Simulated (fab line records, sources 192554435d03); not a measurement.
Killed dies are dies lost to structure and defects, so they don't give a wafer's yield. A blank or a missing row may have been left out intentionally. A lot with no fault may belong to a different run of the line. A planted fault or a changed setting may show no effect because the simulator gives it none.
Struck lot and sound lot, side by side -- flow n5_finfet -- 39 steps out of a route of 1938
Sound: these wafers, L685.1, L685.5, L685.6. Struck: wafer L698.2; the same lot's L698.3 was not struck, so it is left out; see the end for the cause.
At each step with rows: each side's tool, then ch and its chambers, then its first start. Under that, the readings that differ: sound wafers -- struck wafers -- difference of the means -- sigmas: that difference in standard deviations of wafers without a fault.
alike: words and numbers the same on both sides, and readings whose means are apart by under 2 such deviations; not compared: readings that were withheld, readings missing a value for some wafer, numbers with overlapping values and no deviation given by the record, and bounds like >300 which may hide the same value.
Wherever a step has rows on one side only, a row that says differs or no value, or a row with sigmas, the two part there. Non-overlapping numbers with no deviation appear without sigmas and do not part them. A reading missing from all wafers of one side parts the sides only when that side holds two or more wafers.

first, 11 steps without rows for these wafers: N5_STI_FIN_REVEAL_DENSIFY_30; N5_STI_FIN_REVEAL_ETCHBACK_08 (etches SiO2 in C4F6/O2, target depth 30.5 nm, time 10.167 s); N5_STI_FIN_REVEAL_STRIP_24 (strips in N2/H2, time 90 s); N5_STI_FIN_REVEAL_PRECLEAN_25 (cleans in SPM, time 90 s); N5_STI_FIN_REVEAL_PRECLEAN_26 (cleans in SC1, time 45 s); N5_STI_FIN_REVEAL_PRECLEAN_29 (cleans in DHF, time 30 s); N5_STI_FIN_REVEAL_SRD_12 (time 30 s); N5_STI_FIN_REVEAL_RECESS_09 (chemistry HF/NH3, target SiO2, afs cycles 11, target depth 42.5 nm, sublimation time 60 s); N5_STI_FIN_REVEAL_STRIP_16 (strips SiNx in H3PO4, target depth 23.8 nm); N5_STI_FIN_REVEAL_PRECLEAN_17 (cleans in NF3:NH3, afs cycles 1, time 20 s, sublimation time 60 s); N5_STI_FIN_REVEAL_ETCH_34 (etches Si in H2, material Si, target depth 0.97 nm).
N5_STI_FIN_REVEAL_OXIDATION_31: chemistry O2 PLASMA REMOTE, time 20 s.
  sound on plasma_asher-02 ch 0,1, day 3 00:38; struck on plasma_asher-02 ch 1, day 6 06:07
reading,sound,struck,difference,sigmas
heater_power_w (W),127 131 167,174,+32,+2
  alike: drypump_motor_current_A, temp_c_max
  not compared: rf_hours_counter_h
then, 25 steps without rows for these wafers: N5_STI_FIN_REVEAL_PRECLEAN_32 (cleans in NF3:NH3, afs cycles 1, time 20 s, sublimation time 60 s); N5_STI_FIN_REVEAL_STRIP_35 (strips Si3N4 in H3PO4, target depth 4 nm, time 39 s); N5_STI_FIN_REVEAL_SRD_21 (time 30 s); N5_STI_FIN_REVEAL_OXIDATION_33 (chemistry O2 PLASMA REMOTE, time 20 s); N5_STI_FIN_REVEAL_CLEAN_19 (cleans in O3/DIW, time 120 s); N5_STI_FIN_REVEAL_SRD_23 (time 30 s); N5_STI_FIN_REVEAL_PRECLEAN_18 (cleans in SC2, time 45 s); N5_STI_FIN_REVEAL_SRD_28 (time 30 s); N5_DUMMY_GATE_PRECLEAN_00 (cleans in O3/DIW, time 60 s); N5_DUMMY_GATE_SRD_01 (time 30 s); N5_DUMMY_GATE_ALD_02 (deposits SiO2, target thk 2 nm, pulse time 1 s); N5_DUMMY_GATE_CVD_03 (deposits a-Si from SiH4, target thk 150 nm, time 8042 s); N5_DUMMY_GATE_PRECLEAN_46 (cleans in DIW, time 89.5 s); N5_DUMMY_GATE_SRD_47 (dry time 32 s); N5_DUMMY_GATE_CMP_04 (polishes a-Si); N5_DUMMY_GATE_HM_DEP_06 (deposits SiNx from DCS/NH3, target thk 80 nm, time 5141 s); N5_DUMMY_GATE_PECVD_30 (deposits SiO2 from TEOS/O2, target thk 55 nm, time 10.8 s); N5_DUMMY_GATE_COAT_34 (time 60 s, resist thk 60 nm); N5_DUMMY_GATE_COAT_35 (time 60 s, resist thk 10 nm); N5_DUMMY_GATE_COAT_28 (time 60 s, resist thk 10 nm); N5_DUMMY_GATE_COAT_09 (resist thk 30 nm); N5_DUMMY_GATE_EBR_11; N5_DUMMY_GATE_SOFTBAKE_10 (time 60 s); N5_DUMMY_GATE_EXPOSE_12 (exposes mask GATE, target cd 25 nm); N5_DUMMY_GATE_PEB_13 (peb time 60 s).
-- record jumps: 6 days separate the struck wafers' starts on either side; left off in module DUMMY_GATE, taken up again in module BEOL_M4, whose first shown step is the route's number 1111 --
N5_BEOL_M4_RC_MEAS_101:
  sound on prober-02 ch 0, day 9 01:57; struck on prober-02 ch 0, day 12 12:16
reading,sound,struck,difference,sigmas
DIBL_N (mV/V),33.0 32.1 34.4,40.6,+7.4,+6
DIBL_P (mV/V),34.8 33.9 37.3,42.1,+6.8,+5
IOFF_N (nA/um),0.126 0.117 0.152,0.305,+0.173,+8
IOFF_N_85C (nA/um),2.6 2.5 3.1,5.3,+2.6,+7
IOFF_N_LIN (nA/um),0.063 0.061 0.075,0.141,+0.075,+8
IOFF_N_LONG (nA/um),5.65e-05 5.63e-05 5.61e-05,6.67e-05,+1.04e-05,+4
IOFF_P (nA/um),0.177 0.175 0.218,0.392,+0.202,+7
IOFF_P_85C (nA/um),3.2 3.1 3.7,6.0,+2.7,+7
IOFF_P_LIN (nA/um),0.088 0.088 0.101,0.185,+0.093,+8
ION_N (uA/um),661 657 677,723,+58,+6
ION_P (uA/um),457 457 461,497,+39,+6
REXT_N (ohm.um),77.9 78.9 78.6,72.2,-6.3,-4
SS_P (mV/dec),72.7 72.4 73.5,74.8,+1.9,+3
VT_N (mV),252.8 253.0 248.1,238.6,-12.7,-5
VT_N_LONG (mV),275.5 272.4 274.2,269.6,-4.4,-2
VT_N_LVT (mV),102 101 99,86,-15,-5
VT_P (mV),-253.0 -250.2 -248.3,-241.0,+9.5,+3
  alike: SS_N
-- here the record skips 4 days between the struck wafers' starts before and after, leaving off in module BEOL_M4 and picking up in module PASSIVATION (first step shown: number 1936 of the route) --
N5_PASSIVATION_PROBE_49:
  sound on prober-02 at day 13 10:12; struck on prober-02 at day 16 19:14
reading,sound,struck,difference,sigmas
sort_bin_4_leakage (%),0 0 0,0.17,+0.17,
  alike: defect_limited_yield, killed_at_M0_to_M3, killed_at_M4_up, killed_at_contacts, killed_at_front_end, killed_at_other, killed_dies, killed_open, killed_short, sort_bin_5_function, sort_bin_6_memory, sort_n_pass, sort_yield_pct

WHERE THEY PART
Last at N5_BEOL_M4_RC_MEAS_101 as far as this record goes, first at N5_STI_FIN_REVEAL_OXIDATION_31. Later steps at which nothing parts them and some readings are alike: N5_PASSIVATION_PROBE_49.

WHY: whatever the simulator had introduced
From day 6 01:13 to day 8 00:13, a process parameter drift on plasma_asher-02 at N5_STI_FIN_REVEAL_OXIDATION_31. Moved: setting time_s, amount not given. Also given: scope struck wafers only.
